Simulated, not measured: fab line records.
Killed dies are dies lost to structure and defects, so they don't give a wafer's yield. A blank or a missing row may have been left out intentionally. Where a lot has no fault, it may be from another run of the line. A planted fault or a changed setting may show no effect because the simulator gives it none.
Code-filled problem report in 8D (eight disciplines) form    flow n5Finfet    the parts of the form that need people (team, actions taken, sign-off) are left out

1. WHAT WENT WRONG
Mean M2_OVL at N5_BEOL_M2_OVL_MEAS_12: 8.6 nm over 6 wafers in 2 lots; fault-free wafers: 0.1 nm, standard deviation 0.64. That puts it +13 standard deviations away from the usual mean.
Earliest sighting: wafer L988.2 on overlay-01 at day 8 11:40. The record holds 30 wafers of 10 lots with a number at this step. By rule, "out" or "out of limits" means more than 4 standard deviations away from the usual mean. The other wafers with a number count as sound.

2. WHAT THIS IS AND IS NOT
question                     is                      is not
which readings at this step  M2_OVL                  -
which lots                   L988, L991              L102, L103, L981, L986, L989, L990, L996, L999
which wafers of those lots   all that have a number  -
read on which gauges         overlay-01, overlay-02  -
when                         from day 8 11:40        up to then (6 sound wafers); but 18 sound wafers of L102, L103, L989, L990, L996, L999 came after

3. WHAT RULES OUT EACH SUSPECT
Counting: any tool at a process step up to the reading is kept as a suspect provided that every lot that is out went through it and no sound lot did after the first of them.
- the gauge at N5_BEOL_M2_OVL_MEAS_12 is ruled out. The wafers that are out were read on 2 gauges (overlay-01, overlay-02).
- euvScanner-02 at N5_BEOL_M2_EXPOSE_08 (exposes mask M2): kept. All lots that are out passed through it, beginning with L988 at day 8 11:31, and no sound lot followed; its final sound lot before that point was L986 at day 7 19:52.
The count leaves euvScanner-02 at N5_BEOL_M2_EXPOSE_08.

4. THE CAUSE (what the simulator had put in)
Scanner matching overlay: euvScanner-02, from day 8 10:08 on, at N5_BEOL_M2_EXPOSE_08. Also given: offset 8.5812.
The count eliminated every tool but this one.

5. THE EFFECT CHAIN, in route order
Rows list readings where the struck wafers' mean (over those with a number) sits beyond 3 standard deviations from the usual. Only readings for which the record gives a usual standard deviation are gone through. hours: the time from each lot's start at the first step in this table that gives one to its start at this step, as a median over the lots. sigmas: the change in usual standard deviations.
hours  step                    reading  usual   on struck wafers  change  sigmas
0      N5_BEOL_M2_OVL_MEAS_12  M2_OVL   0.1 nm  8.6               +8.5    +13
Later steps that measure or inspect, where all struck wafers having a row at the step show a number for every such reading and not one has moved that far: N5_BEOL_M2_INSPECT_13, N5_BEOL_M4_RC_MEAS_101.

6. WHAT WOULD HAVE CAUGHT IT SOONER
In this record the first reading out of limits at a measuring or inspecting step was taken at day 8 11:40, 2 hours after the fault began at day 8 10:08.
L991, from the lots that are out (2), started N5_BEOL_M2_EXPOSE_08 on euvScanner-02 later than day 8 11:40. A tool hold placed at that time would have kept it from harm.
